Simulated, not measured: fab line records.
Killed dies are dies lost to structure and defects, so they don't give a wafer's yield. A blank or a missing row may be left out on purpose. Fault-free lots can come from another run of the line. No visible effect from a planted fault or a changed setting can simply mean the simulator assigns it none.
Matching of chambers    flow n5Finfet    N5_BEOL_M15_DEP_53 on pecvd-01 has 3 sister chambers
The step deposits SiCN from 3MS/NH3, target thk 50 nm, time 17.8 s. 3 wafers are shown with their chamber, then 9 later ones without.

WAFERS, EACH WITH ITS CHAMBER
wafer   chamber  throttleValvePct (%)
L084.4  2        16.7
L085.3  0        17.2
L085.6  1        18.7

WAFERS WITH NO CHAMBER GIVEN
wafer   throttleValvePct (%)
L088.2  17.3
L088.5  17.3
L088.6  18.5
L087.1  18.6
L087.2  16.9
L087.6  18.7
L089.2  17.4
L089.4  18.7
L089.5  16.8

THE CHAMBER EACH PASSED THROUGH
wafer   from the rows above      in truth
L088.2  0                        0
L088.5  0                        0
L088.6  1                        1
L087.1  1                        1
L087.2  can't be placed: 2 or 0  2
L087.6  1                        1
L089.2  0                        0
L089.4  1                        1
L089.5  2                        2
Correct placement for 8 of the 9. Cannot be placed on the basis of these rows: 1; the candidates contain the true chamber in 1. Placed wrongly: 0.
How it was worked out, from the rows above alone: a wafer's distance from a chamber is the root of the sum, over the readings, of the square of ((its reading less the chamber's mean) divided by the reading's scatter). The wafer belongs to the nearest chamber; if the next one is less than 2 further off, it can't be placed. A chamber's mean is the mean of its shown wafers. The scatter: with one shown wafer a chamber, the root of the mean of the squares of how far each hidden wafer lies from its nearest shown one.
